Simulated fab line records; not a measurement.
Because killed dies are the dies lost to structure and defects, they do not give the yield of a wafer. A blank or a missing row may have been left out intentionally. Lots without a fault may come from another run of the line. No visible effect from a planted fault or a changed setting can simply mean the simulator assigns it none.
The tool behind it: which one? || flow nand harc || 7 lots with 21 wafers sampled at 3 steps, on a route of 1302 steps

== WHAT THE GAUGES SHOWED, per wafer ==
NHARC_P_GATE_CD_MEAS_26: target cd 120 nm.
{"lot": "L387", "measured": "day 5 18:21", "on": "cd sem-02", "cd nm (nm)": "119.2 118.5 118.5"}
{"lot": "L390", "measured": "day 6 22:41", "on": "cd sem-02", "cd nm (nm)": "120.3 119.6 119.9"}
{"lot": "L393", "measured": "day 8 10:31", "on": "cd sem-03", "cd nm (nm)": "120.2 119.3 119.9"}
{"lot": "L396", "measured": "day 9 13:18", "on": "cd sem-02", "cd nm (nm)": "121.5 119.4 120.6"}
{"lot": "L404", "measured": "day 13 08:25", "on": "cd sem-01", "cd nm (nm)": "118.5 119.2 118.8"}
{"lot": "L406", "measured": "day 13 15:13", "on": "cd sem-01", "cd nm (nm)": "137.5 138.0 137.8"}
{"lot": "L408", "measured": "day 14 10:29", "on": "cd sem-02", "cd nm (nm)": "120.0 119.9 119.3"}

== WHICH TOOL RAN EACH LOT (tool, then ch and the chambers of the sampled wafers, then the start) ==
{"lot": "L387", "NHARC_P_STI_ETCH_31": "rie diel-07 ch 0,2,3, day 5 18:16 or earlier", "NHARC_P_GATE_PEB_24": "litho track-06 ch 0, day 5 18:16"}
{"lot": "L390", "NHARC_P_STI_ETCH_31": "rie diel-07 ch 0,2, day 6 22:37 or earlier", "NHARC_P_GATE_PEB_24": "litho track-04 ch 0, day 6 22:37"}
{"lot": "L393", "NHARC_P_STI_ETCH_31": "rie diel-01 ch 1,2,3, day 8 10:25 or earlier", "NHARC_P_GATE_PEB_24": "litho track-04 ch 0, day 8 10:25"}
{"lot": "L396", "NHARC_P_STI_ETCH_31": "rie diel-03 ch 1,2,3, day 9 13:13 or earlier", "NHARC_P_GATE_PEB_24": "litho track-01 ch 0, day 9 13:13"}
{"lot": "L404", "NHARC_P_STI_ETCH_31": "rie diel-01 ch 0,2, day 13 08:20 or earlier", "NHARC_P_GATE_PEB_24": "litho track-06 ch 0, day 13 08:20"}
{"lot": "L406", "NHARC_P_STI_ETCH_31": "rie diel-03 ch 0,2,3, day 13 15:08 or earlier", "NHARC_P_GATE_PEB_24": "litho track-01 ch 0, day 13 15:08"}
{"lot": "L408", "NHARC_P_STI_ETCH_31": "rie diel-01 ch 1,2,3, day 14 10:25 or earlier", "NHARC_P_GATE_PEB_24": "litho track-04 ch 0, day 14 10:25"}
- NHARC_P_STI_ETCH_31: etches the open film in CF4/CHF3, target depth 108.9 nm, time 54.5 s.
- NHARC_P_GATE_PEB_24: peb time 65 s.

== THE ANSWER, worked out from the rows above alone ==
Rule: what is usual is taken from the lots themselves. Put in order of their means at a reading, lots are off if they are a third of the lots or fewer, leave a main group of 4 or more, and stand apart from it by a gap of 3 or more times the standard deviation of the main group's means; of several such gaps the widest counts. Not used: any main group whose means are identical at the precision the tables above print for the reading. A lot without any number at a reading at which 4 lots or more have one is off too. The other lots that the step has rows for count as sound.
Off: L406, at NHARC_P_GATE_CD_MEAS_26 (cd nm). For the main group the mean is 119.6 nm and the standard deviation 0.62.
A tool fits if, at a process step before that reading, it ran every lot that is off, and no sound lot after the first of them. Those tools and the gauges at NHARC_P_GATE_CD_MEAS_26 are tried in the same way. With no start given for some of its lots, NHARC_P_STI_ETCH_31 uses the hours and lot order of NHARC_P_GATE_PEB_24. Can't be told from this: 3 tools fit, rie diel-03 at NHARC_P_STI_ETCH_31, litho track-01 at NHARC_P_GATE_PEB_24, cd sem-01 at NHARC_P_GATE_CD_MEAS_26.

== WHAT WAS PUT IN BY THE SIMULATOR ==
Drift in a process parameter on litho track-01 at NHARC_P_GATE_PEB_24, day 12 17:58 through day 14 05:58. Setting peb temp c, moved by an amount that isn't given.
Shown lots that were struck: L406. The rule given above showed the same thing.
